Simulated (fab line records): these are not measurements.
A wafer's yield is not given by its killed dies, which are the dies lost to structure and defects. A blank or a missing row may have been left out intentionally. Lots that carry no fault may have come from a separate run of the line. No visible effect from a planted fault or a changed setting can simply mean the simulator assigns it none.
Code-filled problem report in 8D (eight disciplines) form / flow nandHarc / the parts of the form that need people (team, actions taken, sign-off) are left out

1. THE ISSUE
Wafers without a fault read 3.9, standard deviation 2.6; killedAtPeriphery at NHARC_END_SORT_01 reads a mean of 70.2 on 6 wafers belonging to 2 lots. Relative to the usual mean, that is a shift of +25 standard deviations.
Earliest sighting: wafer L444.1 on prober-01 at day 30 09:41. At this step, 6 wafers from 2 lots have a number in the record. Rule for "out", or "out of limits": more than 4 standard deviations from the usual mean. The rest of the wafers with a number are treated as sound.

2. WHAT IT IS, WHAT IT ISN'T
question=which readings at this step; is=killedAtPeriphery; is not=killedAtArray, killedAtOther, killedOpen, killedShort
question=which lots; is=L443, L444; is not=-
question=which wafers of those lots; is=all that have a number; is not=-
question=read on which gauges; is=prober-01, prober-02; is not=-
question=when; is=from day 30 09:41; is not=up to then (0 sound wafers)

3. WHAT RULES OUT EACH SUSPECT
Counting: any tool at a process step up to the reading is kept as a suspect provided that every lot that is out went through it and no sound lot did after the first of them.
- the gauge at NHARC_END_SORT_01 has been ruled out. 2 gauges (prober-01, prober-02) read the wafers that are out.
- rieDiel-04 at NHARC_P_M2_STRIP_18 (strips in N2/H2): kept. It ran every lot that is out, first L444 (day 12 15:53), and no sound lot after that.
The count leaves rieDiel-04 at NHARC_P_M2_STRIP_18.

4. THE CAUSE (what the simulator had put in)
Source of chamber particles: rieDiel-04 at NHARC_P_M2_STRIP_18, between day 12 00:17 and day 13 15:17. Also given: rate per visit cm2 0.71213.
After counting, this tool was the only one left.

5. THE CHAIN OF EFFECTS, in route order
Each row: a reading whose mean over the struck wafers that have a number lies more than 3 standard deviations from the usual. Readings are gone through only where the record gives a usual standard deviation; hours: the median, over the lots, of the time from a lot's start at the first step in this table giving one to that lot's start at this step; sigmas: the change measured in usual standard deviations.
hours=0; step=NHARC_END_SORT_01; reading=defectLimitedYield; usual=91.2 %; on struck wafers=82.5; change=-8.7; sigmas=-4.8
hours=0; step=NHARC_END_SORT_01; reading=killedAtPeriphery; usual=3.9; on struck wafers=70.2; change=+66.3; sigmas=+25
hours=0; step=NHARC_END_SORT_01; reading=killedDies; usual=60; on struck wafers=118; change=+58; sigmas=+4.8

6. WHAT WOULD HAVE CAUGHT IT SOONER
In this record the first reading out of limits at a measuring or inspecting step was taken at day 30 09:41, 441 hours after the fault began at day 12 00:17.
No tool reading at NHARC_P_M2_STRIP_18 that has a usual standard deviation in the record was out on any struck wafer, so an alarm limit of 4 standard deviations on those readings would not have fired.
Each of the lots that are out, 2 in all, had begun NHARC_P_M2_STRIP_18 on rieDiel-04 no later than day 30 09:41. None of them would have been spared by holding the tool at that moment.
